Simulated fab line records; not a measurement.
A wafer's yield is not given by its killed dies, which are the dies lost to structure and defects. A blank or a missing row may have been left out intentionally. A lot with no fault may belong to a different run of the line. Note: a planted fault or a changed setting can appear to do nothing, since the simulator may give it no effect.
fab line records + flow n5_finfet + part 2 of 2: steps 5 to 6 of 6
[record]
- lots = 23
- wafers = 69
- last_day = 17
route steps=1938 shown MOL_CONTACT_COAG@605 BEOL_M0_SAQP@650
lots with no fault: from the same line, run without faults
start_h: the number of hours between the record's first day and the start of the first shown wafer of the lot + wait_h: time in hours since the lot's previous step + " as in the row above + L1.1+2: a single row standing in for several wafers + - either no value or no given start + * or withheld: withheld + < > ~ a bound
route shown NAME@n: a module of which the file shows steps, and the number in the route of the first + usual: mean and standard deviation over wafers with no fault + same: alike in all rows + chamber/n: place in a boat + sites: per-site readings + _std_site: standard deviation of those values + _edge_site: outer sites' mean less inner sites' + radius_mm: how far each site lies from the wafer's centre + mask NAME#n: copy n + behind: the most recent tool/chamber to have shaped the wafer + hold: what put the lot on hold/how long, in hours/how the hold closed + device: the transistor (n, p or np) that didn't switch + end of line: at the end of the route, the tests of the same wafers + a step with no rows: only its recipe + killed: count of dies lost to structure and defects at first sort (not the wafer's yield) + map: dies across one wafer; x = killed, . = not, _ = none there
set.NAME: the run value of the setting; set.NAME@STEP: its run value at that earlier step + model.NAME: the simulator's own value behind a step, which no gauge read
route steps across a sampled set of lots; one table per step, one row per wafer
services: a tool's chamber out of use, with start hour (start_h, from the record's first day; less than 0 if before it), hours out, and reason
[[steps]]
[step N5_BEOL_M0_SAQP_ETCH_84]
[recipe]
- chemistry = N2/H2
- target = SOC
- target_depth_a = 1000
- overetch_a = 200
- mask_material = SiARC
- temp_c = 40
- time_s = 150
- ion_energy_ev = 200
- pressure_mtorr = 30
- source_w = 840
- bias_w = 150
- n2_flow_sccm = 200
- h2_flow_sccm = 200
[usual]
- drypump_motor_current_A = 5.9/0.55
- oes_product_au = 0.73/0.07
- rf_vpp_V = 524.6/2.2
- showerhead_plenum_p_Torr = 2.57/0.084
- throttle_valve_pct = 17.84/0.25
| lot.wafer | tool        | chamber | start_h | wait_h | drypump_motor_current_A | oes_product_au | rf_hours_counter_h | rf_vpp_V | showerhead_plenum_p_Torr | throttle_valve_pct |
|-----------|-------------|---------|---------|--------|-------------------------|----------------|--------------------|----------|--------------------------|--------------------|
| L074.1    | rie_diel-01 | 1       | 107.98  | 0.0    | 5.5                     | 0.79           | 48                 | 524.8    | 2.60                     | 17.43              |
| L074.2    | "           | 3       | "       | "      | 5.2                     | 0.76           | 43                 | 524.9    | 2.58                     | 17.95              |
| L074.6    | "           | 1       | "       | "      | 5.5                     | 0.79           | -                  | 526.0    | 2.60                     | 17.40              |
| L075.2    | rie_diel-04 | 2       | 117.24  | 0.0    | 6.5                     | 0.68           | 116                | 521.8    | 2.45                     | 18.12              |
| L075.3    | "           | 3       | "       | "      | 5.4                     | 0.63           | 223                | 527.0    | 2.62                     | 17.81              |
| L075.6    | "           | 1       | "       | "      | 5.6                     | 0.71           | -                  | 525.1    | 2.58                     | 17.97              |
| L076.1    | rie_diel-01 | 0       | 121.89  | 0.1    | 6.8                     | 0.79           | 40                 | 529.0    | 2.72                     | 17.77              |
| L076.3    | "           | 1       | "       | "      | 5.5                     | 0.78           | -                  | 526.0    | 2.59                     | 17.41              |
| L076.4    | "           | 0       | "       | "      | 6.8                     | 0.79           | -                  | 527.2    | 2.72                     | 17.78              |
| L078.1    | rie_diel-01 | 0       | 133.37  | 0.0    | 6.7                     | 0.79           | 43                 | 526.8    | 2.72                     | 17.78              |
| L078.2    | "           | 1       | "       | "      | 5.5                     | 0.78           | 58                 | 525.3    | 2.59                     | 17.45              |
| L078.5    | "           | 1       | "       | "      | 5.5                     | 0.78           | -                  | 523.2    | 2.59                     | 17.43              |
| L079.1    | rie_diel-01 | 0       | 137.35  | 0.0    | 6.7                     | 0.78           | 45                 | 526.8    | 2.72                     | 17.78              |
| L079.5    | "           | 0       | "       | "      | 6.7                     | 0.79           | -                  | 527.4    | 2.72                     | 17.79              |
| L079.6    | "           | 2       | "       | "      | 5.3                     | 0.86           | -                  | 523.4    | 2.49                     | 17.69              |
| L080.1    | rie_diel-05 | 2       | 144.32  | 0.0    | 5.2                     | 0.68           | 162                | 524.0    | 2.54                     | 17.75              |
| L080.2    | "           | 0       | "       | "      | 5.7                     | 0.72           | 91                 | 526.7    | 2.68                     | 17.54              |
| L080.6    | "           | 0       | "       | "      | 5.7                     | 0.71           | -                  | 527.7    | 2.68                     | 17.56              |
| L081.3    | rie_diel-01 | 2       | 150.18  | 0.0    | 5.3                     | 0.86           | 6                  | 521.7    | 2.49                     | 17.67              |
| L081.4    | "           | 2       | "       | "      | 5.3                     | 0.85           | -                  | 524.3    | 2.49                     | 17.68              |
| L081.5    | "           | 1       | "       | "      | 5.5                     | 0.77           | -                  | 524.4    | 2.59                     | 17.44              |
| L082.1    | rie_diel-01 | 1       | 153.24  | 0.0    | 5.5                     | 0.77           | 66                 | 524.7    | 2.59                     | 17.45              |
| L082.3    | "           | 2       | "       | "      | 5.3                     | 0.85           | 8                  | 522.7    | 2.49                     | 17.67              |
| L082.4    | "           | 0       | "       | "      | 6.8                     | 0.78           | -                  | 528.2    | 2.71                     | 17.79              |
| L083.4    | rie_diel-01 | 3       | 157.39  | 0.0    | 5.2                     | 0.76           | 44                 | 525.2    | 2.58                     | 17.95              |
| L083.5    | "           | 2       | "       | "      | 5.4                     | 0.85           | -                  | 522.7    | 2.49                     | 17.69              |
| L083.6    | "           | 3       | "       | "      | 5.3                     | 0.75           | -                  | 524.7    | 2.58                     | 17.93              |
| L084.2    | rie_diel-05 | 1       | 165.32  | 0.0    | 5.8                     | 0.67           | 147                | 519.9    | 2.44                     | 18.09              |
| L084.4    | "           | 0       | "       | "      | 5.7                     | 0.72           | 98                 | 526.9    | 2.68                     | 17.57              |
| L084.5    | "           | 3       | "       | "      | 6.3                     | 0.73           | -                  | 524.4    | 2.55                     | 18.15              |
| L085.1    | rie_diel-01 | 3       | 174.40  | 0.0    | 5.2                     | 0.75           | 48                 | 524.4    | 2.58                     | 17.94              |
| L085.3    | "           | 0       | "       | "      | 6.7                     | 0.77           | 56                 | 527.5    | 2.71                     | 17.81              |
| L085.6    | "           | 3       | "       | "      | 5.2                     | 0.75           | -                  | 525.2    | 2.58                     | 17.95              |
| L086.2    | rie_diel-05 | 2       | 182.20  | 0.0    | 5.2                     | 0.66           | 172                | 523.7    | 2.54                     | 17.79              |
| L086.4    | "           | 1       | "       | "      | 5.8                     | 0.67           | 152                | 522.7    | 2.44                     | 18.12              |
| L086.6    | "           | 3       | "       | "      | 6.3                     | 0.72           | -                  | 524.0    | 2.55                     | 18.14              |
| L087.1    | rie_diel-04 | 3       | 187.72  | 0.0    | 5.4                     | 0.62           | 245                | 525.0    | 2.61                     | 17.84              |
| L087.3    | "           | 2       | "       | "      | 6.5                     | 0.66           | 138                | 521.0    | 2.44                     | 18.13              |
| L087.6    | "           | 2       | "       | "      | 6.5                     | 0.66           | -                  | 521.8    | 2.45                     | 18.15              |
| L088.1    | rie_diel-04 | 3       | 196.81  | 0.0    | 5.4                     | 0.62           | 248                | 525.4    | 2.61                     | 17.85              |
| L088.5    | "           | 3       | "       | "      | 5.4                     | 0.62           | -                  | 526.7    | 2.61                     | 17.85              |
| L088.6    | "           | 0       | "       | "      | 6.5                     | 0.62           | -                  | 525.7    | 2.63                     | 18.13              |
| L089.3    | rie_diel-05 | 2       | 199.81  | 0.0    | 5.2                     | 0.66           | 177                | 523.7    | 2.54                     | 17.80              |
| L089.4    | "           | 3       | "       | "      | 6.3                     | 0.72           | 104                | 523.8    | 2.55                     | 18.15              |
| L089.5    | "           | 2       | "       | "      | 5.2                     | 0.66           | -                  | 524.2    | 2.54                     | 17.78              |
| L090.2    | rie_diel-04 | 2       | 204.74  | 0.0    | 6.5                     | 0.66           | 143                | 521.4    | 2.44                     | 18.15              |
| L090.5    | "           | 2       | "       | "      | 6.5                     | 0.67           | -                  | 521.7    | 2.44                     | 18.16              |
| L090.6    | "           | 0       | "       | "      | 6.5                     | 0.62           | -                  | 526.4    | 2.63                     | 18.13              |
| L091.1    | rie_diel-01 | 3       | 212.95  | 0.0    | 5.2                     | 0.75           | 57                 | 524.9    | 2.57                     | 17.96              |
| L091.2    | "           | 1       | "       | "      | 5.5                     | 0.75           | 79                 | 525.9    | 2.58                     | 17.46              |
| L091.4    | "           | 0       | "       | "      | 6.8                     | 0.76           | 65                 | 527.0    | 2.71                     | 17.82              |
| L092.2    | rie_diel-04 | 0       | 218.01  | 0.0    | 6.5                     | 0.62           | 243                | 526.1    | 2.62                     | 18.14              |
| L092.3    | "           | 2       | "       | "      | 6.4                     | 0.66           | 149                | 521.1    | 2.44                     | 18.17              |
| L092.4    | "           | 2       | "       | "      | 6.5                     | 0.66           | -                  | 520.5    | 2.44                     | 18.15              |
| L093.3    | rie_diel-01 | 3       | 219.79  | 0.0    | 5.2                     | 0.74           | 59                 | 525.1    | 2.57                     | 17.97              |
| L093.4    | "           | 1       | "       | "      | 5.5                     | 0.76           | 81                 | 524.2    | 2.58                     | 17.49              |
| L093.5    | "           | 3       | "       | "      | 5.2                     | 0.74           | -                  | 525.6    | 2.57                     | 17.97              |
| L094.2    | rie_diel-04 | 2       | 226.26  | 0.0    | 6.5                     | 0.66           | 152                | 520.8    | 2.44                     | 18.16              |
| L094.3    | "           | 0       | "       | "      | 6.5                     | 0.62           | 247                | 525.7    | 2.62                     | 18.14              |
| L094.5    | "           | 2       | "       | "      | 6.5                     | 0.66           | -                  | 520.9    | 2.44                     | 18.16              |
| L095.4    | rie_diel-01 | 2       | 235.51  | 0.0    | 5.3                     | 0.80           | 29                 | 522.1    | 2.48                     | 17.73              |
| L095.5    | "           | 2       | "       | "      | 5.4                     | 0.81           | -                  | 523.6    | 2.48                     | 17.71              |
| L095.6    | "           | 1       | "       | "      | 5.5                     | 0.75           | -                  | 526.5    | 2.58                     | 17.47              |
| L096.2    | rie_diel-05 | 2       | 239.34  | 0.0    | 5.2                     | 0.65           | 188                | 522.7    | 2.53                     | 17.80              |
| L096.3    | "           | 3       | "       | "      | 6.3                     | 0.71           | 114                | 523.9    | 2.54                     | 18.17              |
| L096.6    | "           | 1       | "       | "      | 5.8                     | 0.66           | -                  | 520.8    | 2.43                     | 18.14              |
| L097.1    | rie_diel-04 | 1       | 246.25  | 0.0    | 5.6                     | 0.68           | 136                | 525.5    | 2.56                     | 18.04              |
| L097.3    | "           | 3       | "       | "      | 5.4                     | 0.86           | 4                  | 524.8    | 2.60                     | 17.36              |
| L097.4    | "           | 1       | "       | "      | 5.6                     | 0.68           | -                  | 523.7    | 2.56                     | 18.03              |
[step N5_BEOL_M0_SAQP_MANDREL_ETCH_20]
[recipe]
- target_depth_a = 600
- chemistry = HBr/Cl2
- target = a-Si
- stop_on = SiNx
- bt_time_s = 10
- mask_material = SOC
- over_etch_frac = 0.5
- time_s = 30
- pressure_mtorr = 10
- icp_w = 800
- bias_w = 75
- HBr_flow_sccm = 150
- Cl2_flow_sccm = 80
- ends = end_point
[usual]
- HBr_flow_sccm = 150.0/0.43
- drypump_motor_current_A = 5.5/0.35
- oes_product_au = 0.779/0.01
- throttle_valve_pct = 35.5/0.36
| lot.wafer | tool      | chamber | start_h | wait_h | HBr_flow_sccm | drypump_motor_current_A | oes_product_au | rf_hours_counter_h | throttle_valve_pct |
|-----------|-----------|---------|---------|--------|---------------|-------------------------|----------------|--------------------|--------------------|
| L074.1    | rie_si-01 | 3       | 108.17  | 0.0    | 150.4         | 5.1                     | 0.785          | 5                  | 35.4               |
| L074.2    | "         | 2       | "       | "      | 150.3         | 6.0                     | 0.770          | 1                  | 36.0               |
| L074.6    | "         | 1       | "       | "      | 149.9         | 5.8                     | 0.780          | -                  | 35.5               |
| L075.2    | rie_si-03 | 2       | 117.44  | 0.0    | 149.8         | 5.5                     | 0.803          | 8                  | 36.1               |
| L075.3    | "         | 0       | "       | "      | 149.9         | 5.1                     | 0.784          | 5                  | 34.8               |
| L075.6    | "         | 2       | "       | "      | 149.9         | 5.5                     | 0.793          | -                  | 36.1               |
| L076.1    | rie_si-05 | 2       | 122.16  | 0.0    | 149.2         | 5.2                     | 0.761          | 45                 | 35.9               |
| L076.3    | "         | 1       | "       | "      | 149.7         | 6.2                     | 0.780          | 95                 | 35.5               |
| L076.4    | "         | 0       | "       | "      | 150.0         | 5.0                     | 0.777          | 86                 | 35.5               |
| L078.1    | rie_si-03 | 3       | 133.56  | 0.0    | 149.8         | 5.5                     | 0.765          | 150                | 35.4               |
| L078.2    | "         | 1       | "       | "      | 150.3         | 5.3                     | 0.776          | 123                | 35.2               |
| L078.5    | "         | 0       | "       | "      | 149.5         | 5.1                     | 0.782          | -                  | 34.8               |
| L079.1    | rie_si-03 | 3       | 137.54  | 0.0    | 150.2         | 5.6                     | 0.784          | 150                | 35.4               |
| L079.5    | "         | 2       | "       | "      | 150.0         | 5.5                     | 0.805          | -                  | 36.1               |
| L079.6    | "         | 1       | "       | "      | 149.9         | 5.3                     | 0.781          | -                  | 35.2               |
| L080.1    | rie_si-01 | 0       | 144.51  | 0.0    | 149.9         | 5.7                     | 0.778          | 81                 | 35.4               |
| L080.2    | "         | 2       | "       | "      | 149.9         | 6.0                     | 0.771          | 2                  | 35.9               |
| L080.6    | "         | 1       | "       | "      | 150.9         | 5.8                     | 0.792          | -                  | 35.5               |
| L081.3    | rie_si-03 | 3       | 150.37  | 0.0    | 149.6         | 5.6                     | 0.792          | 150                | 35.4               |
| L081.4    | "         | 2       | "       | "      | 150.0         | 5.5                     | 0.793          | 9                  | 36.1               |
| L081.5    | "         | 2       | "       | "      | 149.3         | 5.5                     | 0.790          | -                  | 36.1               |
| L082.1    | rie_si-03 | 2       | 153.43  | 0.0    | 150.4         | 5.5                     | 0.776          | 9                  | 36.1               |
| L082.3    | "         | 3       | "       | "      | 149.8         | 5.5                     | 0.778          | 150                | 35.4               |
| L082.4    | "         | 1       | "       | "      | 149.7         | 5.3                     | 0.783          | 123                | 35.2               |
| L083.4    | rie_si-01 | 1       | 157.58  | 0.0    | 150.1         | 5.8                     | 0.779          | 185                | 35.5               |
| L083.5    | "         | 3       | "       | "      | 150.5         | 5.1                     | 0.790          | -                  | 35.4               |
| L083.6    | "         | 0       | "       | "      | 150.3         | 5.6                     | 0.780          | -                  | 35.5               |
| L084.2    | rie_si-03 | 0       | 165.51  | 0.0    | 150.3         | 5.1                     | 0.767          | 6                  | 34.8               |
| L084.4    | "         | 2       | "       | "      | 149.2         | 5.5                     | 0.795          | 9                  | 36.1               |
| L084.5    | "         | 2       | "       | "      | 150.5         | 5.5                     | 0.797          | -                  | 36.1               |
| L085.1    | rie_si-05 | 1       | 174.59  | 0.0    | 150.0         | 6.2                     | 0.773          | 96                 | 35.5               |
| L085.3    | "         | 3       | "       | "      | 149.6         | 5.6                     | 0.765          | 6                  | 35.9               |
| L085.6    | "         | 1       | "       | "      | 150.2         | 6.2                     | 0.784          | -                  | 35.5               |
| L086.2    | rie_si-05 | 1       | 182.39  | 0.0    | 150.2         | 6.2                     | 0.780          | 96                 | 35.5               |
| L086.4    | "         | 0       | "       | "      | 149.8         | 5.0                     | 0.766          | 88                 | 35.5               |
| L086.6    | "         | 0       | "       | "      | 149.3         | 5.0                     | 0.767          | -                  | 35.6               |
| L087.1    | rie_si-05 | 3       | 187.91  | 0.0    | 150.6         | 5.6                     | 0.775          | 6                  | 35.9               |
| L087.3    | "         | 0       | "       | "      | 149.7         | 5.0                     | 0.771          | 88                 | 35.6               |
| L087.6    | "         | 1       | "       | "      | 149.9         | 6.2                     | 0.779          | -                  | 35.5               |
| L088.1    | rie_si-05 | 3       | 197.00  | 0.0    | 150.4         | 5.6                     | 0.782          | 7                  | 35.9               |
| L088.5    | "         | 3       | "       | "      | 149.4         | 5.6                     | 0.779          | -                  | 35.9               |
| L088.6    | "         | 2       | "       | "      | 150.3         | 5.2                     | 0.765          | -                  | 35.9               |
| L089.3    | rie_si-01 | 0       | 200.00  | 0.0    | 150.3         | 5.6                     | 0.769          | 82                 | 35.5               |
| L089.4    | "         | 1       | "       | "      | 149.7         | 5.8                     | 0.784          | 186                | 35.5               |
| L089.5    | "         | 0       | "       | "      | 150.6         | 5.7                     | 0.780          | -                  | 35.5               |
| L090.2    | rie_si-03 | 3       | 204.94  | 0.0    | 150.6         | 5.6                     | 0.764          | 151                | 35.4               |
| L090.5    | "         | 1       | "       | "      | 149.6         | 5.3                     | 0.775          | -                  | 35.2               |
| L090.6    | "         | 2       | "       | "      | 149.9         | 5.5                     | 0.789          | -                  | 36.1               |
| L091.1    | rie_si-01 | 2       | 213.14  | 0.0    | 150.6         | 6.0                     | 0.766          | 3                  | 36.0               |
| L091.2    | "         | 3       | "       | "      | 150.1         | 5.1                     | 0.788          | 7                  | 35.4               |
| L091.4    | "         | 0       | "       | "      | 149.7         | 5.7                     | 0.776          | 82                 | 35.5               |
| L092.2    | rie_si-01 | 0       | 218.20  | 0.0    | 150.1         | 5.7                     | 0.764          | 82                 | 35.5               |
| L092.3    | "         | 2       | "       | "      | 149.9         | 6.0                     | 0.778          | 3                  | 35.9               |
| L092.4    | "         | 3       | "       | "      | 150.3         | 5.1                     | 0.795          | 7                  | 35.4               |
| L093.3    | rie_si-05 | 2       | 219.98  | 0.0    | 149.7         | 5.2                     | 0.765          | 47                 | 36.0               |
| L093.4    | "         | 1       | "       | "      | 149.9         | 6.2                     | 0.776          | 97                 | 35.5               |
| L093.5    | "         | 2       | "       | "      | 149.8         | 5.2                     | 0.776          | -                  | 35.9               |
| L094.2    | rie_si-03 | 1       | 226.45  | 0.0    | 149.8         | 5.3                     | 0.776          | 124                | 35.2               |
| L094.3    | "         | 2       | "       | "      | 150.4         | 5.5                     | 0.787          | 10                 | 36.1               |
| L094.5    | "         | 2       | "       | "      | 150.2         | 5.5                     | 0.801          | -                  | 36.0               |
| L095.4    | rie_si-03 | 1       | 235.70  | 0.0    | 149.9         | 5.4                     | 0.785          | 124                | 35.2               |
| L095.5    | "         | 2       | "       | "      | 150.1         | 5.5                     | 0.810          | -                  | 36.0               |
| L095.6    | "         | 1       | "       | "      | 149.8         | 5.3                     | 0.784          | -                  | 35.2               |
| L096.2    | rie_si-05 | 0       | 239.53  | 0.0    | 150.0         | 5.0                     | 0.760          | 89                 | 35.6               |
| L096.3    | "         | 2       | "       | "      | 150.6         | 5.2                     | 0.758          | 47                 | 35.9               |
| L096.6    | "         | 1       | "       | "      | 149.9         | 6.2                     | 0.795          | -                  | 35.5               |
| L097.1    | rie_si-03 | 2       | 246.44  | 0.0    | 150.1         | 5.5                     | 0.785          | 11                 | 36.1               |
| L097.3    | "         | 0       | "       | "      | 149.7         | 5.0                     | 0.773          | 7                  | 34.8               |
| L097.4    | "         | 1       | "       | "      | 150.0         | 5.3                     | 0.778          | 125                | 35.2               |
[[services]]
| tool        | chamber | start_h | hours | kind   |
|-------------|---------|---------|-------|--------|
| rie_diel-02 | -       | 84.41   | 2.8   | pm     |
| ald_sin-02  | -       | 85.25   | 14.0  | pm     |
| ald_sin-03  | 0       | 86.06   | 2.7   | repair |
| rie_diel-06 | 1       | 86.68   | 6.4   | repair |
| rie_diel-06 | 3       | 86.70   | 63.1  | repair |
| rie_diel-06 | 2       | 88.79   | 6.8   | repair |
| rie_diel-06 | -       | 92.52   | 4.2   | repair |
| ald_sin-03  | 1       | 94.71   | 3.5   | repair |
| rie_diel-05 | 1       | 95.99   | 7.9   | repair |
| rie_diel-01 | 3       | 108.65  | 45.3  | repair |
| ald_sin-04  | -       | 117.96  | 2.8   | pm     |
| rie_diel-05 | 0       | 121.56  | 1.7   | repair |
| rie_diel-02 | 2       | 177.14  | 9.3   | repair |
| rie_diel-02 | 1       | 178.63  | 14.1  | repair |
| rie_diel-03 | 1       | 186.86  | 6.5   | repair |
| ald_sin-02  | 2       | 194.87  | 14.8  | repair |
| rie_diel-03 | 1       | 202.38  | 5.7   | repair |
| rie_si-03   | 2       | 206.35  | 2.8   | repair |
| rie_diel-01 | -       | 206.39  | 0.5   | repair |
| rie_diel-03 | -       | 207.12  | 0.4   | repair |
| rie_diel-02 | 2       | 220.79  | 6.6   | repair |
| rie_diel-02 | 3       | 222.10  | 1.4   | repair |
| ald_sin-04  | 0       | 233.04  | 9.8   | repair |
| rie_si-05   | 3       | 245.57  | 2.2   | repair |
